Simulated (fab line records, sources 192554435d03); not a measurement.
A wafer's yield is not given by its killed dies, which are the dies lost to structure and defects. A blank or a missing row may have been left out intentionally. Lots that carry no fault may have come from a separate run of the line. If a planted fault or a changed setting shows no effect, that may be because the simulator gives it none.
The same fault as seen by 2 desks :: flow n5 finfet :: numbers are kept per desk, each desk with only its own; the story behind them comes last

## THE METROLOGY DESK
What the gauges read, lot by lot, whatever tool the lot ran on: means of the sampled wafers that have a number. A lot is out of limits, marked OUT, if its mean lies more than 4 standard deviations from the usual mean; the brackets give that distance.
Columns: A = NDIPOLE_OVL at N5_HKMG_FIN_OVL_MEAS_50, usual 0.1 nm
lot: L624
first seen here: day 3 23:24
A: 0.5

lot: L625
first seen here: day 4 09:31
A: 0.4

lot: L627
first seen here: day 4 20:13
A: -0.7

lot: L629
first seen here: day 5 06:39
A: -1.0

lot: L630
first seen here: day 5 14:44
A: -0.7

lot: L631
first seen here: day 5 17:30
A: -0.7

lot: L633
first seen here: day 6 06:46
A: -0.2

lot: L634
first seen here: day 6 13:28
A: 0.4

lot: L635
first seen here: day 6 19:14
A: -0.7

lot: L636
first seen here: day 7 01:37
A: 0.6

lot: L640
first seen here: day 8 04:32
A: -0.7

lot: L641
first seen here: day 8 11:34
A: -0.6

lot: L647
first seen here: day 10 00:34
A: 0.8
This desk's verdict: no lot among the 13 shows anything out of limits.

## FOR THE TOOL OWNER'S DESK: litho track-01
The tool's own readings at N5_HKMG_FIN_COAT_30 (time 60 s, resist thk 35 nm): means of the sampled wafers that have a number, for each lot that ran on this tool. A lot is out of limits, marked OUT, if its mean lies more than 4 standard deviations from the usual mean; the brackets give that distance.
Columns: A = exhaust pa at N5_HKMG_FIN_COAT_30, usual 45.0 Pa; B = spin speed rpm at N5_HKMG_FIN_COAT_30, usual 1500.3 rpm
lot: L627
first seen here: day 4 23:23
A: 44.8
B: 1500.9

lot: L630
first seen here: day 5 17:46
A: 44.0
B: 1500.8

lot: L633
first seen here: day 6 09:44
A: 46.4
B: 1500.2

lot: L634
first seen here: day 6 16:32
A: 43.9
B: 1498.9

lot: L636
first seen here: day 7 04:50
A: 44.2
B: 1499.6

lot: L640
first seen here: day 8 07:38
A: 45.0
B: 1711.2 (+99 or more) OUT

lot: L641
first seen here: day 8 14:38
A: 44.4
B: 1709.9 (+99 or more) OUT
Finding of this desk: L640, L641 out of limits; the first was L640 at day 8 07:38, on spin speed rpm at N5_HKMG_FIN_COAT_30. L627, L630, L633, L634, L636: within limits.

## TAKEN TOGETHER
An alarm could have come from the tool owner's desk at day 8 07:38, on L640, L641.
The metrology desk saw nothing out of limits.
The metrology desk holds a record of L640, L641, inside its limits.
All the named lots went through N5_HKMG_FIN_COAT_30 on litho track-01.

## WHAT WAS PUT IN BY THE SIMULATOR
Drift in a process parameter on litho track-01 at N5_HKMG_FIN_COAT_30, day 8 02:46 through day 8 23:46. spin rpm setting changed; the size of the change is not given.
Lots struck among those shown: L640, L641.
How many hours passed from the start of the fault until each desk's first out-of-limits reading: the tool owner's desk, 5.
